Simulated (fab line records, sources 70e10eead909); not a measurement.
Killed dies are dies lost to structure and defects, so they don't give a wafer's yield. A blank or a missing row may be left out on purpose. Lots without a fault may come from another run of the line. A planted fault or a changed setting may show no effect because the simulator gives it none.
fab line records | flow nand_harc | part 1 of 2: steps 1 to 4 of 6
record lots=19 wafers=57 last_day=33
route steps=1302 shown A_CHANNEL_HOLE_D1@468 A_CHANNEL_HOLE_D2@586 A_CHANNEL_FILL_D2@612
lots that met no fault: from a run of the same line without faults
start_h: hours from the record's first day to the start of the lot's first wafer shown | wait_h: hours since the lot's step before | " the same as in the row above | L1.1+2: a row that stands for several wafers | - no value, or no start given | * or withheld: withheld | < > ~ a bound
route shown NAME@n: a module of which the file shows steps, and the number in the route of the first | usual: mean/standard deviation of fault-free wafers | same: alike in all rows | chamber/n: place in a boat | sites: the reading at each site | _std_site: their standard deviation | _edge_site: outer sites' mean less inner sites' | radius_mm: how far each site lies from the wafer's centre | mask NAME#n: copy n | behind: the tool/chamber that last shaped the wafer | hold: why the lot was held/for how many hours/how that ended | device: the transistor (n, p or np) that didn't switch | end of line: the same wafers' tests at the end of the route | a step without rows: its recipe alone | killed: dies lost to structure and defects at the first sort, not the wafer's yield | map: a wafer's dies, x killed, . not, _ none there
set.NAME: the setting as run; set.NAME@STEP: as run at that earlier step | model.NAME: the simulator's own value behind a step, which no gauge read
steps of the route over a sample of lots; a table a step, a row a wafer
services: from which hour (start_h, from the record's first day; less than 0 if before it) a tool's chamber was out of use, for how many hours, and why
## steps
# step NHARC_A_CHANNEL_HOLE_D1_ETCH_34
# recipe target_depth_a=1540 time_s=77 cf4_flow_sccm=100 chf3_flow_sccm=30 ar_flow_sccm=0 rf_w=500 bias_w=200 chemistry=CF4/CHF3
# usual bias_w=199.9/0.6 drypump_motor_current_A=5.9/0.32 mfc_ar_sccm=0.008/0.0088 oes_product_au=0.942/0.022 rf_vpp_V=370.1/2.2 showerhead_plenum_p_Torr=1.56/0.062 throttle_valve_pct=16.802/0.0092
# columns lot.wafer tool chamber start_h wait_h bias_w drypump_motor_current_A mfc_ar_sccm oes_product_au rf_hours_counter_h rf_vpp_V showerhead_plenum_p_Torr throttle_valve_pct
L075.2 rie_diel-07 0 - - 199.7 5.6 0.005 0.914 3 368.2 1.50 16.823
L075.3 " 2 " " 200.1 6.3 0.017 0.930 4 370.5 1.58 16.814
L075.6 " 3 " " 199.9 6.1 0 0.932 - 367.3 1.52 16.787
L077.1 rie_diel-10 2 - - 199.9 5.2 0.014 0.920 41 370.5 1.55 16.797
L077.3 " 1 " " 200.1 5.6 0.033 0.918 39 371.4 1.59 16.798
L077.6 " 3 " " 199.3 5.5 0 0.928 - 368.6 1.51 16.818
L078.4 rie_diel-07 2 - - 199.5 6.3 0.017 0.924 6 371.2 1.58 16.810
L078.3 " 0 " " 200.6 5.6 0.005 0.917 5 368.0 1.50 16.807
L078.5 " 2 " " 199.2 6.3 0.017 0.923 - 370.1 1.58 16.798
L080.1 rie_diel-07 2 - - 199.4 6.3 0.017 0.922 9 371.9 1.58 16.811
L080.3 " 0 " " 200.2 5.6 0.005 0.928 7 369.1 1.50 16.798
L080.2 " 1 " " 200.2 6.1 0 0.924 8 372.6 1.66 16.816
L079.4 rie_diel-13 0 - - 199.5 6.0 0.005 0.917 24 367.0 1.53 16.801
L079.3 " 2 " " 199.7 5.3 0.022 0.920 23 368.4 1.51 16.808
L079.6 " 3 " " 200.7 5.4 0.025 0.924 - 367.0 1.48 16.788
L081.3 rie_diel-07 2 - - 200.0 6.3 0.017 0.926 10 369.8 1.58 16.810
L081.2 " 3 " " 199.6 6.1 0 0.934 9 368.8 1.52 16.792
L081.6 " 1 " " 200.7 6.0 0 0.919 - 374.0 1.66 16.805
L082.4 rie_diel-07 3 - - 199.0 6.1 0 0.935 10 368.2 1.52 16.805
L082.2 " 0 " " 199.3 5.6 0.005 0.921 9 368.7 1.50 16.798
L082.3 " 2 " " 201.1 6.3 0.017 0.928 10 369.2 1.58 16.797
L083.2 rie_diel-07 0 - - 200.9 5.5 0.005 0.955 11 369.2 1.50 16.793
L083.1 " 2 " " 200.4 6.3 0.017 0.964 12 371.9 1.58 16.801
L083.3 " 3 " " 200.9 6.1 0 0.985 12 368.4 1.52 16.800
L084.1 rie_diel-13 3 - - 199.1 5.4 0.025 0.925 41 366.2 1.48 16.801
L084.2 " 0 " " 198.7 6.0 0.005 0.934 33 370.8 1.53 16.797
L084.5 " 1 " " 200.3 5.9 0.016 0.939 - 371.9 1.61 16.796
L085.1 rie_diel-07 2 - - 200.3 6.3 0.017 0.919 13 370.4 1.58 16.797
L085.4 " 3 " " 199.5 6.1 0 0.934 13 368.9 1.52 16.793
L085.3 " 0 " " 200.3 5.5 0.005 0.927 12 368.6 1.50 16.796
L087.2 rie_diel-07 2 - - 199.5 6.3 0.017 0.973 0 370.5 1.58 16.812
L087.4 " 3 " " 199.4 6.1 0 0.996 0 367.6 1.52 16.797
L087.5 " 1 " " 200.7 6.1 0 0.961 - 372.2 1.66 16.789
L088.2 rie_diel-07 1 - - 199.8 6.1 0 0.934 3 373.9 1.66 16.810
L088.1 " 2 " " 200.8 6.3 0.017 0.944 3 370.7 1.58 16.800
L088.6 " 1 " " 200.1 6.1 0 0.930 - 373.2 1.66 16.808
L089.2 rie_diel-07 3 - - 199.8 6.1 0 0.969 3 367.7 1.52 16.795
L089.5 " 3 " " 199.6 6.1 0 0.970 - 368.9 1.52 16.811
L089.6 " 0 " " 200.0 5.5 0.005 0.952 - 366.9 1.50 16.816
L090.2 rie_diel-07 3 - - 200.0 6.1 0 0.980 4 369.0 1.51 16.803
L090.5 " 1 " " 199.5 6.1 0 0.956 - 374.0 1.66 16.802
L090.6 " 2 " " 200.2 6.3 0.017 0.971 - 370.9 1.58 16.793
L091.1 rie_diel-07 1 - - 199.6 6.1 0 0.983 6 373.1 1.66 16.799
L091.5 " 1 " " 200.1 6.1 0 0.983 - 372.6 1.66 16.820
L091.6 " 2 " " 199.8 6.3 0.017 0.986 - 370.6 1.58 16.810
L092.2 rie_diel-07 1 - - 199.7 6.1 0 0.929 6 373.6 1.66 16.799
L092.4 " 3 " " 201.7 6.1 0 0.945 5 367.9 1.52 16.795
L092.3 " 0 " " 200.5 5.5 0.005 0.928 4 367.1 1.50 16.797
L093.1 rie_diel-07 1 - - 200.5 6.1 0 0.968 7 372.9 1.66 16.805
L093.4 " 0 " " 200.3 5.5 0.005 0.967 - 368.5 1.50 16.819
L093.6 " 3 " " 199.2 6.1 0 0.974 - 368.1 1.51 16.789
L094.2 rie_diel-07 1 - - 199.9 6.1 0 0.922 8 373.8 1.66 16.803
L094.3 " 2 " " 198.9 6.3 0.017 0.923 8 371.6 1.58 16.806
L094.6 " 0 " " 199.0 5.5 0.005 0.922 - 367.5 1.50 16.797
L097.2 rie_diel-07 3 - - 199.3 6.1 0 0.943 9 368.6 1.51 16.805
L097.1 " 1 " " 199.2 6.1 0 0.918 10 373.0 1.66 16.808
L097.5 " 3 " " 199.4 6.1 0 0.934 - 367.8 1.51 16.805
# step NHARC_A_CHANNEL_HOLE_D1_ETCH_44
# recipe target_depth_a=1400 overetch_a=140 time_s=77 ion_energy_ev=100 cf4_flow_sccm=80 o2_flow_sccm=20 ar_flow_sccm=0 rf_w=300 bias_w=100 chemistry=CF4/O2
# usual bias_w=100.00/0.27 drypump_motor_current_A=5.9/0.35 mfc_ar_sccm=0.010/0.0098 oes_product_au=1.002/0.0089 rf_vpp_V=197.4/1.3 showerhead_plenum_p_Torr=1.32/0.049 throttle_valve_pct=13.399/0.0094
# columns lot.wafer tool chamber start_h wait_h bias_w drypump_motor_current_A mfc_ar_sccm oes_product_au rf_hours_counter_h rf_vpp_V showerhead_plenum_p_Torr throttle_valve_pct
L075.3 rie_diel-13 2 192.04 0.1 100.00 5.3 0.022 0.995 5 196.1 1.28 13.403
L075.2 " 3 " " 99.90 5.4 0.025 1.005 5 197.1 1.26 13.415
L075.6 " 0 " " 100.24 6.0 0.005 1.001 - 198.4 1.30 13.386
L077.3 rie_diel-10 2 216.59 0.1 99.89 5.2 0.014 0.992 42 197.9 1.32 13.395
L077.1 " 0 " " 100.23 5.7 0.005 1.007 43 196.6 1.29 13.396
L077.6 " 1 " " 99.33 5.7 0.033 0.990 - 197.9 1.35 13.403
L078.4 rie_diel-13 2 224.66 0.1 99.88 5.4 0.022 1.000 18 196.3 1.28 13.416
L078.3 " 0 " " 100.49 6.1 0.005 0.994 17 197.5 1.30 13.388
L078.5 " 2 " " 99.73 5.3 0.022 0.998 - 197.1 1.28 13.418
L080.1 rie_diel-13 0 248.90 0.1 99.89 6.0 0.005 0.990 26 197.2 1.30 13.400
L080.2 " 1 " " 100.02 5.9 0.016 1.003 24 199.8 1.37 13.396
L080.3 " 2 " " 100.56 5.3 0.022 0.998 25 196.4 1.28 13.403
L079.3 rie_diel-07 0 250.37 0.1 100.26 5.5 0.005 0.989 9 197.8 1.27 13.407
L079.6 " 2 " " 99.84 6.3 0.017 1.010 - 198.8 1.34 13.405
L079.4 " 0 " " 99.70 5.5 0.005 1.004 - 195.4 1.27 13.395
L081.3 rie_diel-07 2 253.10 0.1 100.01 6.3 0.017 0.999 10 197.0 1.34 13.382
L081.2 " 3 " " 99.75 6.1 0 1.002 10 198.2 1.29 13.391
L081.6 " 2 " " 99.61 6.3 0.017 1.001 - 199.5 1.34 13.407
L082.3 rie_diel-07 1 269.65 0.1 100.47 6.0 0 1.008 10 200.2 1.41 13.388
L082.2 " 3 " " 100.10 6.1 0 1.022 11 196.1 1.28 13.397
L082.4 " 0 " " 100.15 5.5 0.005 0.992 10 197.0 1.27 13.402
L083.2 rie_diel-07 0 277.60 0.1 100.02 5.5 0.005 0.994 11 196.5 1.27 13.392
L083.1 " 1 " " 100.47 6.1 0 0.999 11 199.3 1.41 13.408
L083.3 " 2 " " 100.30 6.3 0.017 0.992 12 198.8 1.34 13.394
L084.1 rie_diel-07 1 294.48 0.1 100.53 6.1 0 1.010 12 199.0 1.41 13.397
L084.2 " 0 " " 99.63 5.5 0.005 0.985 12 194.8 1.27 13.412
L084.5 " 2 " " 100.15 6.3 0.017 0.987 - 196.7 1.34 13.401
L085.3 rie_diel-10 1 295.01 0.1 100.20 5.7 0.033 0.995 12 197.5 1.35 13.392
L085.4 " 2 " " 99.95 5.1 0.014 0.995 13 196.1 1.31 13.401
L085.1 " 3 " " 99.75 5.6 0 1.005 13 196.6 1.27 13.388
L087.2 rie_diel-07 1 314.62 0.1 99.79 6.0 0 1.004 1 199.4 1.41 13.392
L087.5 " 3 " " 99.66 6.1 0 0.995 - 197.1 1.28 13.393
L087.4 " 1 " " 99.74 6.1 0 0.999 - 198.4 1.41 13.391
L088.2 rie_diel-13 2 338.10 0.1 99.99 5.3 0.022 1.004 52 196.3 1.27 13.394
L088.1 " 0 " " 100.04 6.1 0.005 1.003 49 195.8 1.29 13.407
L088.6 " 1 " " 99.64 5.9 0.016 1.010 - 197.6 1.37 13.408
L089.2 rie_diel-07 3 342.86 0.1 99.73 6.1 0 1.009 3 196.9 1.28 13.396
L089.6 " 3 " " 100.17 6.1 0 1.013 - 197.3 1.28 13.389
L089.5 " 0 " " 99.84 5.5 0.005 0.987 - 196.9 1.27 13.408
L090.2 rie_diel-07 0 353.13 0.1 100.11 5.5 0.005 0.988 4 197.2 1.27 13.396
L090.5 " 3 " " 100.28 6.1 0 1.010 - 195.6 1.28 13.406
L090.6 " 0 " " 99.71 5.5 0.005 0.996 - 196.3 1.27 13.397
L091.1 rie_diel-07 1 354.72 0.1 100.15 6.1 0 0.995 6 198.3 1.41 13.387
L091.5 " 2 " " 100.36 6.3 0.017 1.004 - 196.5 1.34 13.388
L091.6 " 3 " " 100.01 6.1 0 1.010 - 195.4 1.28 13.378
L092.4 rie_diel-07 2 367.69 0.1 100.06 6.3 0.017 1.011 7 197.4 1.34 13.422
L092.2 " 0 " " 100.13 5.5 0.005 1.001 5 196.7 1.27 13.388
L092.3 " 1 " " 99.85 6.1 0 0.998 7 199.6 1.41 13.401
L093.1 rie_diel-10 2 377.57 0.1 99.73 5.2 0.014 0.997 36 197.4 1.31 13.395
L093.4 " 0 " " 99.56 5.7 0.005 1.010 42 196.1 1.28 13.415
L093.6 " 2 " " 100.25 5.2 0.014 1.000 - 197.7 1.31 13.406
L094.3 rie_diel-10 3 393.41 0.1 99.86 5.5 0 1.021 41 198.2 1.26 13.398
L094.2 " 0 " " 100.14 5.7 0.005 0.995 45 196.4 1.28 13.411
L094.6 " 1 " " 99.93 5.7 0.033 0.999 - 196.6 1.34 13.403
L097.2 rie_diel-13 2 413.26 0.1 100.44 5.3 0.022 1.009 14 197.8 1.27 13.395
L097.1 " 1 " " 100.22 5.9 0.016 0.992 14 198.4 1.36 13.394
L097.5 " 2 " " 100.44 5.3 0.022 1.015 - 198.4 1.27 13.403
# step NHARC_A_CHANNEL_HOLE_D2_ETCH_38
# recipe target_depth_a=390 over_etch_frac=0.3 time_s=65 ion_energy_ev=80 cf4_flow_sccm=150 ar_flow_sccm=0 rf_w=300 bias_w=100 chemistry=CF4
# usual bias_w=100.02/0.29 drypump_motor_current_A=5.6/0.48 mfc_ar_sccm=0.009/0.014 oes_product_au=0.994/0.0089 rf_vpp_V=151.1/1.1 showerhead_plenum_p_Torr=1.74/0.068 throttle_valve_pct=13.284/0.0091
# columns lot.wafer tool chamber start_h wait_h bias_w drypump_motor_current_A mfc_ar_sccm oes_product_au rf_hours_counter_h rf_vpp_V showerhead_plenum_p_Torr throttle_valve_pct
L075.2 rie_diel-11 1 297.77 0.1 99.84 5.3 0.018 0.997 2.1 152.2 1.69 13.274
L075.3 " 2 " " 100.63 6.1 0.041 1.003 2.2 152.6 1.81 13.295
L075.6 " 3 " " 99.75 5.8 0.038 0.985 - 149.5 1.71 13.281
L077.3 rie_diel-12 3 319.21 0.1 100.30 6.1 0.011 1.000 1.5 151.4 1.74 13.290
L077.1 " 1 " " 99.80 6.2 0 0.995 1.1 151.3 1.70 13.282
L077.6 " 0 " " 100.17 5.7 0 0.987 - 151.3 1.88 13.302
L078.3 rie_diel-11 0 330.82 0.1 99.90 4.7 0 0.979 3.7 151.3 1.82 13.289
L078.4 " 2 " " 99.94 6.1 0.041 0.994 4.0 151.8 1.81 13.277
L078.5 " 0 " " 100.10 4.7 0 0.985 - 151.1 1.82 13.292
L079.3 rie_diel-12 0 356.66 0.1 100.28 5.7 0 0.986 4.1 151.4 1.88 13.287
L079.4 " 1 " " 100.06 6.2 0 0.989 3.4 152.5 1.70 13.297
L079.6 " 0 " " 100.17 5.6 0 0.982 - 153.0 1.88 13.286
L080.2 rie_diel-12 2 357.66 0.1 99.78 4.7 0 1.005 4.2 152.6 1.83 13.272
L080.3 " 0 " " 100.43 5.6 0 0.989 4.5 152.9 1.88 13.280
L080.1 " 1 " " 100.06 6.2 0 0.986 3.8 151.5 1.70 13.311
L081.3 rie_diel-03 1 368.12 0.1 100.11 5.3 0 0.988 3.8 149.3 1.67 13.270
L081.2 " 3 " " 99.87 6.1 0.002 1.002 4.0 151.3 1.71 13.288
L081.6 " 2 " " 100.10 5.9 0 0.984 - 151.0 1.65 13.277
L082.3 rie_diel-03 3 379.53 0.1 100.30 6.0 0.002 1.005 4.9 150.5 1.71 13.286
L082.2 " 0 " " 100.66 5.6 0.004 0.990 4.8 152.6 1.76 13.264
L082.4 " 2 " " 99.66 5.9 0 0.978 4.4 151.1 1.65 13.272
L083.1 rie_diel-12 2 390.94 0.1 99.81 4.7 0 0.987 6.5 151.3 1.83 13.290
L083.3 " 3 " " 100.49 6.1 0.011 0.999 7.1 150.1 1.74 13.289
L083.2 " 1 " " 99.62 6.1 0 0.996 6.5 151.1 1.70 13.284
L084.2 rie_diel-03 0 399.82 0.1 99.69 5.5 0.004 0.987 5.8 151.4 1.76 13.275
L084.1 " 1 " " 100.12 5.3 0 0.994 5.1 150.0 1.66 13.268
L084.5 " 3 " " 100.02 6.0 0.002 1.001 - 150.4 1.71 13.290
L085.4 rie_diel-12 1 400.76 0.1 99.85 6.1 0 0.997 7.2 150.2 1.70 13.291
L085.1 " 3 " " 99.75 6.1 0.011 1.002 7.5 151.1 1.74 13.278
L085.3 " 0 " " 99.60 5.6 0 1.002 7.5 151.6 1.88 13.279
L087.2 rie_diel-11 3 414.16 0.1 100.13 5.8 0.038 0.996 8.6 152.0 1.71 13.298
L087.4 " 1 " " 99.84 5.3 0.018 0.997 7.5 150.7 1.69 13.270
L087.5 " 3 " " 100.26 5.8 0.038 0.997 - 151.6 1.71 13.284
L089.2 rie_diel-03 0 439.28 0.1 100.07 5.5 0.004 0.997 7.6 151.6 1.76 13.291
L089.5 " 1 " " 99.99 5.3 0 0.992 - 149.7 1.66 13.276
L089.6 " 2 " " 100.27 5.9 0 0.984 - 150.2 1.65 13.281
L088.1 rie_diel-03 3 440.85 0.1 100.04 6.1 0.002 1.011 8.0 151.9 1.71 13.296
L088.2 " 1 " " 99.80 5.3 0 0.997 7.5 151.8 1.66 13.288
L088.6 " 2 " " 100.22 5.9 0 0.997 - 149.4 1.65 13.298
L091.1 rie_diel-12 0 462.36 0.1 100.37 5.7 0 0.988 0.3 153.1 1.88 13.277
L091.5 " 2 " " 99.50 4.8 0 0.996 - 151.2 1.83 13.279
L091.6 " 3 " " 99.80 6.1 0.011 0.993 - 151.9 1.74 13.283
L090.2 rie_diel-11 0 463.28 0.1 100.13 4.7 0 0.985 1.3 152.5 1.82 13.286
L090.6 " 1 " " 100.05 5.3 0.018 1.000 - 150.0 1.69 13.286
L090.5 " 2 " " 99.82 6.1 0.041 0.993 - 151.3 1.81 13.276
L092.2 rie_diel-03 2 478.24 0.1 100.08 5.9 0 0.982 0.3 149.9 1.65 13.300
L092.3 " 3 " " 99.67 6.0 0.002 0.997 0.3 152.0 1.71 13.292
L092.4 " 2 " " 99.63 5.9 0 0.987 - 151.4 1.65 13.277
L093.1 rie_diel-12 3 482.57 0.1 100.47 6.1 0.011 0.988 2.6 150.4 1.74 13.276
L093.4 " 0 " " 100.06 5.7 0 0.981 2.9 153.8 1.88 13.265
L093.6 " 0 " " 100.22 5.7 0 0.993 - 152.9 1.88 13.282
L094.2 rie_diel-11 0 497.87 0.1 99.93 4.7 0 0.987 4.0 151.0 1.82 13.281
L094.3 " 1 " " 99.85 5.3 0.018 1.000 3.2 150.4 1.69 13.290
L094.6 " 2 " " 99.95 6.1 0.041 0.996 - 153.5 1.81 13.276
L097.2 rie_diel-11 0 515.81 0.1 99.51 4.8 0 0.986 4.7 151.8 1.82 13.285
L097.1 " 1 " " 99.81 5.3 0.018 1.004 4.0 149.1 1.69 13.277
L097.5 " 3 " " 100.02 5.8 0.038 0.993 - 151.5 1.71 13.277
# step NHARC_A_CHANNEL_FILL_D2_ALD_02
# recipe target_thk_a=60 pulse_time_s=10 ald_cycles=60 temp_c=300 material=SiO2
# usual heater_power_w=474/27 precursor_pulse_height_rel=0.998/0.019
# columns lot.wafer tool chamber start_h wait_h heater_power_w precursor_pulse_height_rel
L075.3 ald_hk-03 0 309.34 - 499 0.992
L075.2 " 1 " " 455 1.021
L075.6 " 2 " " 499 0.976
L077.3 ald_hk-02 3 326.31 - 462 0.992
L077.1 " 0 " " 504 1.011
L077.6 " 2 " " 478 0.981
L078.4 ald_hk-02 2 342.67 - 481 1.021
L078.3 " 3 " " 464 0.993
L078.5 " 0 " " 506 1.023
L080.3 ald_hk-03 2 364.68 - 515 1.023
L080.1 " 0 " " 503 1.018
L080.2 " 1 " " 475 0.978
L079.3 ald_hk-03 2 367.81 - 510 0.985
L079.4 " 3 " " 461 1.002
L079.6 " 3 " " 455 1.003
L081.2 ald_hk-02 3 375.12 - 450 0.986
L081.3 " 1 " " 438 1.016
L081.6 " 0 " " 509 1.003
L082.3 ald_hk-02 2 390.37 - 465 0.986
L082.4 " 0 " " 510 1.005
L082.2 " 1 " " 425 0.990
L083.2 ald_hk-02 0 402.63 - 510 1.015
L083.3 " 1 " " 447 0.984
L083.1 " 2 " " 472 0.990
L084.2 ald_hk-03 0 408.83 - 509 1.002
L084.1 " 1 " " 462 0.994
L084.5 " 2 " " 497 1.029
L085.4 ald_hk-02 1 410.91 - 432 1.033
L085.1 " 2 " " 495 1.029
L085.3 " 0 " " 513 0.995
L087.4 ald_hk-02 3 421.25 - 451 0.990
L087.2 " 1 " " 429 0.985
L087.5 " 2 " " 475 1.014
L089.2 ald_hk-03 0 447.35 - 503 0.968
L089.6 " 2 " " 484 1.014
L089.5 " 3 " " 454 1.026
L088.2 ald_hk-03 1 450.11 - 463 0.979
L088.1 " 3 " " 462 0.975
L088.6 " 2 " " 492 0.990
L091.1 ald_hk-02 1 472.39 - 451 0.968
L091.5 " 2 " " 472 0.993
L091.6 " 3 " " 446 0.982
L090.2 ald_hk-03 0 472.77 - 502 0.987
L090.5 " 0 " " 502 0.982
L090.6 " 1 " " 467 1.029
L092.2 ald_hk-04 2 488.07 - 484 0.987
L092.4 " 3 " " 468 1.000
L092.3 " 0 " " 480 1.025
L093.1 ald_hk-02 1 494.46 - 437 1.009
L093.4 " 2 " " 488 1.012
L093.6 " 3 " " 444 0.979
L094.2 ald_hk-02 0 504.92 - 515 0.958
L094.3 " 2 " " 488 0.997
L094.6 " 3 " " 437 1.007
L097.1 ald_hk-02 0 522.89 0.1 524 0.975
L097.2 " 1 " " 440 0.988
L097.5 " 1 " " 461 1.008
